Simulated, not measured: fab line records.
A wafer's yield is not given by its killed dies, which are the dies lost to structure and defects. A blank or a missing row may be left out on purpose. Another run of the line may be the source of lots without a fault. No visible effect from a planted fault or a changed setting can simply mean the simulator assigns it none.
Check of tool commonality    flow nand-harc    Sampled: 2 lots, 6 wafers

## THE REASON FOR OPENING IT
Flagged at NHARC_END_SORT_01: reading sort_bin_2_pct, on 2 of 2 lots. Wafers without a fault read 3.0 %, standard deviation 1.2.
Rule: a lot is flagged when every wafer of it that has a number lies more than 4 standard deviations from that mean, or none has a number. The rest of the lots are taken to be sound.

lot   measured      on         sort_bin_2_pct (%), wafer by wafer  flag
L834  day 30 02:23  prober-02  92.0 91.7 91.9                      FLAGGED
L838  day 30 10:44  prober-02  94.5 94.4 96.0                      FLAGGED
On average the flagged lots' numbers are 93.4 %, which is +90.4 % against the usual, or +75 standard deviations.

## EACH LOT AND THE TOOL IT RAN ON
Before the reading, the record contains 3 process steps out of a 1302-step route. Read each cell as the tool, then ch plus the chambers that the sampled wafers visited, then the start.
lot   flag     NHARC_A_M0_DEGAS_28           NHARC_A_M0_DEP_32              NHARC_A_M1_DEP_00
L834  FLAGGED  pvd-sputter-02, day 28 12:01  pecvd-03 ch 0,1, day 28 13:46  pecvd-04 ch 0,1, day 28 14:13
L838  FLAGGED  pvd-sputter-02, day 28 19:59  pecvd-01 ch 0,2, day 28 21:47  pecvd-04 ch 1,2, day 28 22:16
These steps, and what they do:
- NHARC_A_M0_DEGAS_28: time 60 s.
- NHARC_A_M0_DEP_32: deposits SiCN, target thk 30 nm.
- NHARC_A_M1_DEP_00: deposits SiOC, target thk 182.5 nm.
- NHARC_END_SORT_01

## FLAGGED AGAINST TOTAL, ONE TOOL AT A TIME (gauges that did the reading follow at the end)
step                 tool            lots run  flagged  share of the flagged lots  sound lots run after its first flagged lot
NHARC_A_M0_DEGAS_28  pvd-sputter-02  2         2        all                        0
NHARC_A_M0_DEP_32    pecvd-01        1         1        some                       0
NHARC_A_M0_DEP_32    pecvd-03        1         1        some                       0
NHARC_A_M1_DEP_00    pecvd-04        2         2        all                        0
NHARC_END_SORT_01    prober-02       2         2        all                        0

## WHAT THE TABLE ALLOWS
pvd-sputter-02 at NHARC_A_M0_DEGAS_28, pecvd-04 at NHARC_A_M1_DEP_00 and prober-02 at NHARC_END_SORT_01: these 3 rows of the table ran every flagged lot.
- pvd-sputter-02 at NHARC_A_M0_DEGAS_28: 2 of its 2 lots flagged. In this sample it ran no sound lot ahead of its first flagged lot, so there is no way to narrow down the start.
- pecvd-04 at NHARC_A_M1_DEP_00: 2 of its 2 lots flagged. In this sample it ran no sound lot ahead of its first flagged lot, so there is no way to narrow down the start.
- prober-02 at NHARC_END_SORT_01: 2 of its 2 lots flagged. In this sample it ran no sound lot ahead of its first flagged lot, so there is no way to narrow down the start.
Because each of these 3 tools fits a fault that began at some hour, counting lots does not separate them. More lots, or a look at what each step does to the wafer, might.

## WHAT THE SIMULATOR HAD PUT IN
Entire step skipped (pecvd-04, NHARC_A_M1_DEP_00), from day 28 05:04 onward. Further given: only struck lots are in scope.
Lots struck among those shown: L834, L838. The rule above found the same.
